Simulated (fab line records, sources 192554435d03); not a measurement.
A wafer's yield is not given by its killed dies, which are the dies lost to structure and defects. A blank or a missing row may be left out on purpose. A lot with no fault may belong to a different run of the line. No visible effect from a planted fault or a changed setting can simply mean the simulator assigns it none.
The same fault as seen by 2 desks	flow n5_finfet	what lay behind the numbers comes last; until then each desk has only its own

## FROM THE METROLOGY DESK
What the gauges read for every lot (on any tool): the sampled wafers with a number, averaged. If a lot's mean is further than 4 standard deviations from the usual mean, the lot is out of limits and carries the mark OUT (the distance appears in the brackets). 7 of its 29 readings are shown: the first one out of limits and those lying furthest out on some lot.
Columns: A = trench_depth_nm at N5_BEOL_M5_OCD_MEAS_38, usual 71.6 nm; B = M5_THK at N5_BEOL_M5_THK_MEAS_53, usual 60.1 nm; C = M5_RS at N5_BEOL_M5_RS_MEAS_57, usual 0.390 ohm/sq; D = COMB_M15 at N5_BEOL_M15_RC_MEAS_101, usual 2.5e-12 S/m; E = SERP_M5 at N5_BEOL_M15_RC_MEAS_101, usual 38.8 ohm/um; F = SERP_M5_max_site at N5_BEOL_M15_RC_MEAS_101, usual 40.3 ohm/um; G = SERP_M6 at N5_BEOL_M15_RC_MEAS_101, usual 13.9 ohm/um
lot	first seen here	A	B	C	D	E	F	G
L623	day 12 16:36	71.1	59.6	0.389	2.1e-12	38.5	40.3	13.3
L633	day 14 09:21	71.2	62.5	0.373	2.9e-12	38.1	39.0	14.9
L637	day 15 13:43	72.8	61.6	0.380	2.3e-12	37.5	38.9	14.2
L635	day 16 01:04	68.0	57.1	0.424	1.9e-12	43.1	45.3	15.4
L638	day 16 06:32	68.0	55.4	0.432	1.4e-12	44.2	45.9	13.8
L642	day 17 06:49	71.7	59.7	0.388	3.2e-12	38.9	40.3	13.5
L643	day 17 06:52	63.6 (-5.0) OUT	52.8	0.457 (+4.2) OUT	1.6e-12	45.3	46.9	13.5
L645	day 17 22:59	70.6	59.5	0.397	2.7e-12	38.7	40.3	14.1
Finding of this desk: L643 out of limits; the first was L643 at day 17 07:26, on trench_depth_nm at N5_BEOL_M5_OCD_MEAS_38. Within limits: L623, L633, L637, L635, L638, L642, L645.

## FOR THE TOOL OWNER'S DESK: rie_diel-06
The tool's own readings at N5_BEOL_M5_TRENCH_ETCH_37 (etches SiCOH lowk in C4F6/O2, target depth 71.652 nm, time 24.7 s): means of the sampled wafers that have a number, for each lot that ran on this tool. If a lot's mean is further than 4 standard deviations from the usual mean, the lot is out of limits and carries the mark OUT (the distance appears in the brackets).
Columns: A = drypump_motor_current_A at N5_BEOL_M5_TRENCH_ETCH_37, usual 5.7 A; B = oes_product_au at N5_BEOL_M5_TRENCH_ETCH_37, usual 0.79 a.u.; C = rf_vpp_V at N5_BEOL_M5_TRENCH_ETCH_37, usual 665 V; D = run_length_s at N5_BEOL_M5_TRENCH_ETCH_37, usual 47.9 s; E = showerhead_plenum_p_Torr at N5_BEOL_M5_TRENCH_ETCH_37, usual 2.85 Torr; F = throttle_valve_pct at N5_BEOL_M5_TRENCH_ETCH_37, usual 21.0 %
lot	first seen here	A	B	C	D	E	F
L623	day 12 16:58	5.7	0.78	671	47.9	2.99	20.9
L633	day 14 09:48	5.7	0.74	662	48.8	2.77	21.7
L635	day 16 01:26	5.7	0.76	669	46.7	2.83	21.0
L638	day 16 06:57	5.7	0.80	671	46.7	2.77	21.1
L643	day 17 07:17	5.7	0.70	660	46.0	2.88	21.0
This desk's verdict: no lot among the 5 shows anything out of limits.

## ALL TOGETHER
The metrology desk could have raised an alarm at day 17 07:26, on L643.
The desk of the tool owner found nothing out of limits.
Tool owner's desk: L643 on record, inside its limits.
Of the lots named, all ran N5_BEOL_M5_TRENCH_ETCH_37 on rie_diel-06.

## WHAT HAD BEEN PUT IN BY THE SIMULATOR
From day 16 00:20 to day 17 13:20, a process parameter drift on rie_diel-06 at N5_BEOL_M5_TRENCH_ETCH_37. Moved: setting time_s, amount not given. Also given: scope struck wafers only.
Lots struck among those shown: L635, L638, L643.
Hours from the fault's start to each desk's first reading out of limits: the metrology desk, 31.
